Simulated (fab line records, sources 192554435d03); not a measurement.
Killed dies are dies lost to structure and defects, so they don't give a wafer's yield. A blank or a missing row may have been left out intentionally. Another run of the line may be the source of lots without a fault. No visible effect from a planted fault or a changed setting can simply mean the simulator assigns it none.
Which tool did it? :: flow n5_finfet :: Sampling: 24 lots, 72 wafers, 2 of 1938 route steps

WHAT THE GAUGES SHOWED, per wafer
N5_BEOL_M2_CD_MEAS_28: target cd 26.2 nm, target cd y 24.1 nm. Usual: cd_nm reads 26.15 nm (standard deviation 0.29).
lot: L074
measured: day 6 11:35
on: cd_sem-03
cd_nm (nm): 26.29 25.98 26.13
flag: 

lot: L075
measured: day 6 21:55
on: cd_sem-02
cd_nm (nm): 26.24 26.05 26.13
flag: 

lot: L076
measured: day 7 03:28
on: cd_sem-03
cd_nm (nm): 26.21 26.30 26.19
flag: 

lot: L077
measured: day 7 05:25
on: cd_sem-01
cd_nm (nm): 25.69 25.73 25.96
flag: 

lot: L078
measured: day 7 09:54
on: cd_sem-02
cd_nm (nm): 26.22 26.01 26.25
flag: 

lot: L079
measured: day 7 14:30
on: cd_sem-03
cd_nm (nm): 26.28 25.98 26.18
flag: 

lot: L080
measured: day 7 22:04
on: cd_sem-02
cd_nm (nm): 26.24 25.87 26.47
flag: 

lot: L081
measured: day 8 09:50
on: cd_sem-02
cd_nm (nm): 25.90 26.14 26.36
flag: 

lot: L082
measured: day 8 15:57
on: cd_sem-03
cd_nm (nm): 26.56 26.70 26.50
flag: 

lot: L083
measured: day 8 20:58
on: cd_sem-02
cd_nm (nm): 25.89 26.11 25.99
flag: 

lot: L084
measured: day 9 07:29
on: cd_sem-03
cd_nm (nm): 26.09 26.09 26.06
flag: 

lot: L085
measured: day 9 09:52
on: cd_sem-03
cd_nm (nm): 26.42 25.95 26.33
flag: 

lot: L086
measured: day 9 19:46
on: cd_sem-03
cd_nm (nm): 26.35 26.45 25.83
flag: 

lot: L088
measured: day 9 21:15
on: cd_sem-03
cd_nm (nm): 26.52 26.08 26.44
flag: 

lot: L087
measured: day 10 00:17
on: cd_sem-02
cd_nm (nm): 25.56 25.81 26.13
flag: 

lot: L089
measured: day 10 07:05
on: cd_sem-02
cd_nm (nm): 25.86 26.05 26.40
flag: 

lot: L090
measured: day 10 09:26
on: cd_sem-02
cd_nm (nm): 26.53 26.54 26.04
flag: 

lot: L091
measured: day 10 18:23
on: cd_sem-03
cd_nm (nm): 25.84 26.49 26.28
flag: 

lot: L092
measured: day 11 01:24
on: cd_sem-02
cd_nm (nm): 26.13 26.30 26.43
flag: 

lot: L093
measured: day 11 12:35
on: cd_sem-03
cd_nm (nm): 26.07 25.74 25.83
flag: 

lot: L094
measured: day 11 12:46
on: cd_sem-01
cd_nm (nm): 25.96 25.97 26.00
flag: 

lot: L095
measured: day 12 03:17
on: cd_sem-02
cd_nm (nm): 26.03 26.20 25.80
flag: 

lot: L096
measured: day 12 10:41
on: cd_sem-03
cd_nm (nm): 26.68 26.85 25.96
flag: 

lot: L097
measured: day 12 16:55
on: cd_sem-03
cd_nm (nm): 25.98 26.18 25.99
flag: 

N5_BEOL_M2_CD_MEAS_35: target cd 18 nm, target cd y 22.2 nm. Usual: cd_nm reads 17.9 nm (standard deviation 0.43).
lot: L074
measured: day 6 13:37
on: cd_sem-02
cd_nm (nm): 18.3 18.1 17.6
flag: 

lot: L075
measured: day 6 23:11
on: cd_sem-02
cd_nm (nm): 17.5 17.9 17.7
flag: 

lot: L076
measured: day 7 08:22
on: cd_sem-01
cd_nm (nm): 17.3 18.0 17.7
flag: 

lot: L077
measured: day 7 08:41
on: cd_sem-01
cd_nm (nm): 17.6 17.8 18.4
flag: 

lot: L078
measured: day 7 13:07
on: cd_sem-03
cd_nm (nm): 17.9 18.5 17.8
flag: 

lot: L079
measured: day 7 16:16
on: cd_sem-02
cd_nm (nm): 17.3 17.4 17.4
flag: 

lot: L080
measured: day 8 08:08
on: cd_sem-02
cd_nm (nm): 17.7 17.7 17.5
flag: 

lot: L081
measured: day 8 14:52
on: cd_sem-03
cd_nm (nm): 18.5 18.0 17.8
flag: 

lot: L082
measured: day 8 21:26
on: cd_sem-01
cd_nm (nm): 18.8 17.6 18.2
flag: 

lot: L083
measured: day 9 05:56
on: cd_sem-03
cd_nm (nm): 18.4 17.8 18.7
flag: 

lot: L084
measured: day 9 09:11
on: cd_sem-03
cd_nm (nm): 18.6 17.6 18.3
flag: 

lot: L085
measured: day 9 11:57
on: cd_sem-02
cd_nm (nm): 17.4 17.3 17.4
flag: 

lot: L086
measured: day 10 00:47
on: cd_sem-02
cd_nm (nm): 17.8 17.4 18.4
flag: 

lot: L088
measured: day 10 01:38
on: cd_sem-03
cd_nm (nm): 18.2 18.4 17.8
flag: 

lot: L087
measured: day 10 04:28
on: cd_sem-01
cd_nm (nm): 18.0 18.2 17.6
flag: 

lot: L089
measured: day 10 09:14
on: cd_sem-02
cd_nm (nm): 18.2 17.5 18.6
flag: 

lot: L090
measured: day 10 11:50
on: cd_sem-01
cd_nm (nm): 17.6 18.6 17.9
flag: 

lot: L091
measured: day 10 20:39
on: cd_sem-03
cd_nm (nm): 17.5 17.9 18.3
flag: 

lot: L092
measured: day 11 03:27
on: cd_sem-02
cd_nm (nm): 18.1 17.7 17.7
flag: 

lot: L093
measured: day 11 22:54
on: cd_sem-02
cd_nm (nm): 18.6 18.4 18.0
flag: 

lot: L094
measured: day 11 23:00
on: cd_sem-03
cd_nm (nm): 17.8 17.7 18.3
flag: 

lot: L095
measured: day 12 05:52
on: cd_sem-02
cd_nm (nm): 18.7 18.4 18.5
flag: 

lot: L096
measured: day 12 11:48
on: cd_sem-01
cd_nm (nm): 17.4 18.2 17.7
flag: 

lot: L097
measured: day 12 19:19
on: cd_sem-03
cd_nm (nm): 17.5 18.3 17.7
flag: 

EACH LOT AND THE TOOL THAT RAN IT (in order: tool; ch and the chambers of the sampled wafers; start)
There is no process step in the record ahead of these readings.

AS READ BY THE TOOLS THEMSELVES (means over the sampled wafers that have a number; for cases with no such wafer, the mark the record gives instead)
The record holds no such reading with a usual standard deviation.

THE ANSWER, worked out from the rows above alone
Rule: a lot is off if the mean of its wafers that have a number lies more than 3 standard deviations from the usual mean. A lot without any number at a reading at which 4 lots or more have one is off too. All remaining lots with rows at the step are treated as sound. Order of review: gauges by route order, followed by the tools' own readings, for which a lot's mean as printed above is used. At the first step where some lot is off, the reading lying furthest off is the one used; lots without a number count as furthest.
Across all readings shown, no lot is off: no conclusion can be drawn from this.

WHAT THE SIMULATOR PUT IN
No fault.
